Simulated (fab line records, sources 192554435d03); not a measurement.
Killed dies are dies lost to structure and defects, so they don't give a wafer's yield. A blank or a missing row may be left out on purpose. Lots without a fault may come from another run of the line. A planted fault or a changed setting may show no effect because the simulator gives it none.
Which tool did it? | flow n5_finfet | 12 lots, 36 wafers sampled, at 2 steps of a route of 1938

WHAT THE GAUGES READ, wafer by wafer
N5_BEOL_M14_INSPECT_12: inspects for defects (macro).
lot  | measured     | on                | raw_defect_count
L076 | day 12 03:52 | defect_inspect-02 | 1 1 2
L077 | day 12 12:37 | defect_inspect-01 | 2 0 3
L079 | day 13 02:26 | defect_inspect-02 | 2 2 4
L083 | day 13 16:20 | defect_inspect-01 | 2 2 0
L082 | day 13 20:47 | defect_inspect-02 | 1 0 2
L084 | day 14 03:29 | defect_inspect-02 | 1 3 1
L088 | day 15 05:16 | defect_inspect-02 | 2 1 1
L085 | day 15 08:35 | defect_inspect-01 | 3 5 2
L091 | day 15 14:11 | defect_inspect-01 | 2 2 2
L094 | day 16 19:33 | defect_inspect-01 | 0 3 7
L097 | day 17 05:49 | defect_inspect-01 | 4 5 4
L096 | day 17 17:52 | defect_inspect-02 | 1 2 3

WHICH TOOL RAN EACH LOT (tool, then ch and the chambers of the sampled wafers, then the start)
lot  | N5_BEOL_M14_ILD_DEP_00
L076 | pecvd-04 ch 0,2, day 12 03:14
L077 | pecvd-04 ch 0,1, day 12 11:56
L079 | pecvd-02 ch 1,2, day 13 01:53
L083 | pecvd-01 ch 1,2, day 13 15:40
L082 | pecvd-01 ch 0,1,2, day 13 20:14
L084 | pecvd-02 ch 0,1,2, day 14 03:01
L088 | pecvd-02 ch 0,2, day 15 04:33
L085 | pecvd-01 ch 0,1,2, day 15 08:06
L091 | pecvd-01 ch 1,2, day 15 13:31
L094 | pecvd-04 ch 0,1,2, day 16 19:00
L097 | pecvd-02 ch 0,2, day 17 05:16
L096 | pecvd-01 ch 0,2, day 17 17:11
- N5_BEOL_M14_ILD_DEP_00: deposits SiO2 from TEOS/O2, target thk 1119.3 nm, time 237.4 s.

THE ANSWER, worked out from the rows above alone
Rule: what is usual is taken from the lots themselves. Put in order of their means at a reading, lots are off if they are a third of the lots or fewer, leave a main group of 4 or more, and stand apart from it by a gap of 3 or more times the standard deviation of the main group's means; of several such gaps the widest counts. A main group whose means are all the same, to the digits that the tables above print for the reading, isn't used. A lot without any number at a reading at which 4 lots or more have one is off too. The other lots that the step has rows for count as sound.
No lot is off at any reading shown: from this, nothing can be told.

WHAT THE SIMULATOR HAD PUT IN
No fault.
